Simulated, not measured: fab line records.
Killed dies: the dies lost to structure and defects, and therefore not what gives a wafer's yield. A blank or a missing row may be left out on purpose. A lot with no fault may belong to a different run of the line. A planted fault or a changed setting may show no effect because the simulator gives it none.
Split-lot study	flow n5-finfet	21 wafers read from 7 lots, route of 1938 steps

== SPLIT DETAILS ==
At N5_MOL_CONTACT_COAG_ETCH_105 (etches SiARC in CF4, target depth 15.6 nm, time 26 s), the setting bias-w was moved away from the recipe's 36 W on 8 of the 21 wafers read, by -10.3% to +12.5%. This setting was run at the recipe's value on the other wafers.

The split's own step is where the reading is taken.

== THE READING ==
rf-vpp-V, in V, at N5_MOL_CONTACT_COAG_ETCH_105 (etches SiARC in CF4, target depth 15.6 nm, time 26 s). Typical for fault-free wafers on this fab line: 184.4 V, with standard deviation 1.2 V.

wafer	tool, chamber at the split	bias-w as run, W	against the recipe	rf-vpp-V, V	against lot-mates on the recipe
L074.1	rie-diel-03, 3	36	recipe	183.2	-
L074.4	rie-diel-03, 1	32.29	-10.3%	172.3	-11.5
L074.5	rie-diel-03, 0	36	recipe	184.5	-
L077.1	rie-diel-06, 0	36	recipe	184.1	-
L077.3	rie-diel-06, 2	32.8	-8.9%	172.6	-11.5
L077.6	rie-diel-06, 0	32.8	-8.9%	174.6	-9.5
L076.1	rie-diel-01, 2	36	recipe	186.9	-
L076.2	rie-diel-01, 3	36	recipe	185.1	-
L076.3	rie-diel-01, 1	36	recipe	182.6	-
L078.2	rie-diel-03, 3	36	recipe	182.5	-
L078.3	rie-diel-03, 1	36	recipe	185.4	-
L078.6	rie-diel-03, 1	37.71	+4.8%	190.3	+6.4
L081.1	rie-diel-03, 0	36	recipe	184.2	-
L081.3	rie-diel-03, 3	36	recipe	182.3	-
L081.4	rie-diel-03, 2	36	recipe	183.8	-
L085.1	rie-diel-03, 3	40.49	+12.5%	196.9	+12.0
L085.4	rie-diel-03, 1	36	recipe	184.9	-
L085.5	rie-diel-03, 0	40.49	+12.5%	199.2	+14.3
L088.1	rie-diel-01, 0	33.93	-5.8%	178.9	-4.9
L088.2	rie-diel-01, 2	33.93	-5.8%	176.8	-7.0
L088.3	rie-diel-01, 1	36	recipe	183.8	-

THE FIT
A straight line over all 21 wafers: rf-vpp-V changes by +1.14 V for each +1% of bias-w; r = +0.98; the points scatter about the line by 1.2 V.
The same after taking each lot's own level away (the mean of its wafers on the recipe; 21 wafers): +1.1 V for each +1%; r = +0.98; scatter 1.2 V.
That fit puts the effect of the largest move of bias-w on the reading at 14 V.
The span of the lots' own levels, 183.43 to 184.90 V, comes to 1.2 times the standard deviation stated above.
Hence the lot-to-lot level has little effect on the slope; both slopes agree.
Check: +14.4 V against its lot-mates is what the line predicts for one of the wafers moved furthest among these (+12.5%) when that wafer is left out of the fit. It came out at +12 V against them.
Tool readings at the split's step, against how far the setting was moved: rf-vpp-V r = +0.98.

== THESE WAFERS: OTHER SPLITS ==
Note: prior to the reading, these wafers also went through further splits. Each is held against what the fit with the lots' levels taken away leaves over:
other split on the same wafers	wafers away from the commonest value	r with rf-vpp-V (lot level and that fit taken away)
N5_FIN_CUT_ETCH_21 time-s	3	-0.03
N5_DUMMY_GATE_COAT_28 spin-rpm	6	-0.17
N5_SD_EPI_N_ETCH_45 target-depth-a	8	+0.05
N5_SDB_HM_DEP_00 time-s	5	+0.06
N5_HKMG_FIN_COAT_29 spin-rpm	4	+0.34
N5_HKMG_FIN_EXPOSE_09 dose-mj	5	-0.36
N5_HKMG_FIN_PEB_10 peb-time-s	3	-0.11
N5_HKMG_FIN_ETCH_32 bias-w	5	+0.09

== THE FILE'S OWN FIT ==
rf-vpp-V changes by +1.11 V for each +1% of bias-w, r = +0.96.
